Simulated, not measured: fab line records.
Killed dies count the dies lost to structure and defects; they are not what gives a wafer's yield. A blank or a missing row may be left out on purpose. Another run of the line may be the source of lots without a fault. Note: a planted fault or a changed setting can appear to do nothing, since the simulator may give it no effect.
Split-lot experiment | flow n5Finfet | on a route of 1938 steps: 7 lots, 21 wafers read

## ON THE SPLIT
At N5_SDB_ETCH_18 (etches SOC in N2/H2, target depth 100 nm, overetch 20 nm, time 150 s), the setting sourceW was moved away from the recipe's 840 W on 9 of the 21 wafers read, by -16.0% to +7.0%. The other wafers ran this setting at the recipe's value.

The reading is taken at the split's own step.

## THE READING
rfVppV, in V, at N5_SDB_ETCH_18 (etches SOC in N2/H2, target depth 100 nm, overetch 20 nm, time 150 s). Typical for fault-free wafers on this fab line: 523.8 V, with standard deviation 2.6 V.

wafer  | tool, chamber at the split | sourceW as run, W | against the recipe | rfVppV, V | against lot-mates on the recipe
L076.1 | rieDiel-03, 1              | 840               | recipe             | 525.9     | -
L076.2 | rieDiel-03, 3              | 899.2             | +7.0%              | 511.1     | -14.8
L076.6 | rieDiel-03, 3              | 899.2             | +7.0%              | 512.6     | -13.3
L081.2 | rieDiel-03, 2              | 705.3             | -16.0%             | 555.3     | +32.4
L081.5 | rieDiel-03, 1              | 705.3             | -16.0%             | 555.8     | +32.9
L081.6 | rieDiel-03, 2              | 840               | recipe             | 522.9     | -
L086.3 | rieDiel-02, 1              | 791.3             | -5.8%              | 538.3     | +12.2
L086.4 | rieDiel-02, 0              | 791.3             | -5.8%              | 526.9     | +0.8
L086.5 | rieDiel-02, 1              | 840               | recipe             | 526.1     | -
L089.2 | rieDiel-02, 0              | 840               | recipe             | 517.7     | -
L089.3 | rieDiel-02, 1              | 840               | recipe             | 524.0     | -
L089.4 | rieDiel-02, 3              | 840               | recipe             | 522.7     | -
L091.3 | rieDiel-02, 3              | 840               | recipe             | 522.4     | -
L091.4 | rieDiel-02, 0              | 710.6             | -15.4%             | 548.1     | +25.4
L091.5 | rieDiel-02, 2              | 840               | recipe             | 523.0     | -
L095.2 | rieDiel-05, 2              | 752.9             | -10.4%             | 542.2     | +19.4
L095.4 | rieDiel-05, 2              | 840               | recipe             | 522.8     | -
L095.6 | rieDiel-05, 3              | 752.9             | -10.4%             | 545.3     | +22.5
L097.1 | rieDiel-03, 3              | 840               | recipe             | 521.9     | -
L097.3 | rieDiel-03, 1              | 840               | recipe             | 524.9     | -
L097.6 | rieDiel-03, 3              | 840               | recipe             | 524.2     | -

THE FIT
A straight line over all 21 wafers: rfVppV changes by -1.85 V for each +1% of sourceW; r = -0.98; the points scatter about the line by 2.9 V.
The same after taking each lot's own level away (the mean of its wafers on the recipe; 21 wafers): -1.92 V for each +1%; r = -0.98; scatter 2.9 V.
That fit puts the effect of the largest move of sourceW on the reading at 31 V.
The lots' own levels span 521.47 to 526.10 V, that is 1.8 times the standard deviation above.
Hence the lot-to-lot level has little effect on the slope; both slopes agree.
Check: +29.7 V against its lot-mates is what the line predicts for one of the wafers moved furthest among these (-16.0%) when that wafer is left out of the fit. Against them it came out at +32.4 V.
Tool readings at the split's step, against how far the setting was moved: rfVppV r = -0.98.

## THE OTHER SPLITS THESE WAFERS WENT THROUGH
Other splits were also applied to these wafers ahead of the reading. Each is held against what the fit with the lots' levels taken away leaves over:
other split on the same wafers   | wafers away from the commonest value | r with rfVppV (lot level and that fit taken away)
N5_SD_EPI_P_PEB_07 pebTimeS      | 8                                    | -0.56
N5_SD_EPI_P_ETCH_16 targetDepthA | 8                                    | +0.34
N5_SDB_ETCH_17 biasW             | 7                                    | +0.07

## THE FILE'S OWN FIT
rfVppV changes by -1.85 V for each +1% of sourceW, r = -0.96.
